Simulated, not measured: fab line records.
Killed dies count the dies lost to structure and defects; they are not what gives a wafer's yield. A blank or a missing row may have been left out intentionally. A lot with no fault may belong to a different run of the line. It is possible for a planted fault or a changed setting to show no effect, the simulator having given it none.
Split-lot study	flow n5Finfet	21 wafers read across 7 lots, on a route 1938 steps long

## SPLIT DETAILS
At N5_PASSIVATION_EXPOSE_27 (exposes mask PAD, defocus 0 nm), the setting doseMj was moved away from the recipe's 32.3 on 8 of the 21 wafers read, by -6.5% to +5.7%. This setting was run at the recipe's value on the other wafers.

## FROM THE SPLIT TO THE READING: what the file shows between them, 3 steps
- N5_PASSIVATION_PEB_28
- N5_PASSIVATION_DEVELOP_29: develop time 60 s
- N5_PASSIVATION_HARDBAKE_31: time 120 s

## THE READING
cdNm, in nm, at N5_PASSIVATION_CD_MEAS_30 (target cd 4000 nm). A value of 4000.1 nm with a standard deviation of 1.8 nm is what fault-free wafers of this fab line usually give.

wafer	tool, chamber at the split	doseMj as run	against the recipe	cdNm, nm	against lot-mates on the recipe
L076.1	krfScanner-02, 0	30.2	-6.5%	3985.5	-12.4
L076.2	krfScanner-02, 0	30.2	-6.5%	3988.1	-9.8
L076.5	krfScanner-02, 0	32.3	recipe	3997.9	-
L077.3	krfScanner-02, 0	32.3	recipe	3997.0	-
L077.4	krfScanner-02, 0	32.3	recipe	3999.7	-
L077.6	krfScanner-02, 0	32.3	recipe	3999.8	-
L082.2	krfScanner-02, 0	31.01	-4.0%	3993.9	-6.6
L082.4	krfScanner-02, 0	31.01	-4.0%	3992.8	-7.7
L082.5	krfScanner-02, 0	32.3	recipe	4000.5	-
L085.1	krfScanner-02, 0	32.3	recipe	4004.1	-
L085.4	krfScanner-02, 0	34.13	+5.7%	4013.0	+8.9
L085.5	krfScanner-02, 0	34.13	+5.7%	4012.8	+8.7
L084.1	krfScanner-02, 0	30.95	-4.2%	3992.6	-6.1
L084.3	krfScanner-02, 0	32.3	recipe	3998.7	-
L084.4	krfScanner-02, 0	30.95	-4.2%	3993.0	-5.7
L097.1	krfScanner-01, 0	32.3	recipe	4001.3	-
L097.3	krfScanner-01, 0	32.3	recipe	3999.2	-
L097.4	krfScanner-01, 0	32.3	recipe	4000.6	-
L096.2	krfScanner-01, 0	32.3	recipe	4002.4	-
L096.5	krfScanner-01, 0	32.3	recipe	4001.3	-
L096.6	krfScanner-01, 0	32.3	recipe	4001.6	-

THE FIT
A straight line over all 21 wafers: cdNm changes by +2.05 nm for each +1% of doseMj; r = +0.97; the points scatter about the line by 1.7 nm.
The same after taking each lot's own level away (the mean of its wafers on the recipe; 21 wafers): +1.62 nm for each +1%; r = +0.99; scatter 0.9 nm.
The reading moves by 11 nm for the largest change in doseMj, on that fit.
The lots' own levels span 3997.90 to 4004.10 nm, that is 3.4 times the standard deviation above.
In other words, the slope is changed by the lot-to-lot level; the two fits disagree.
Check: for one of the wafers moved furthest among these (-6.5%), held out of the fit, the line's prediction against its lot-mates is -10.1 nm. It came out at -12.4 nm against them.

## OTHER SPLITS APPLIED TO THESE WAFERS
Other splits were also applied to these wafers ahead of the reading. Each is held against what the fit with the lots' levels taken away leaves over:
other split on the same wafers	wafers away from the commonest value	r with cdNm (lot level and that fit taken away)
N5_BEOL_M15_COAT_04 spinRpm	8	-0.04
N5_MIM_BOT_SPUTTER_00 powerW	5	+0.09

## THE FILE'S OWN FIT
cdNm changes by +1.63 nm for each +1% of doseMj, r = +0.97.
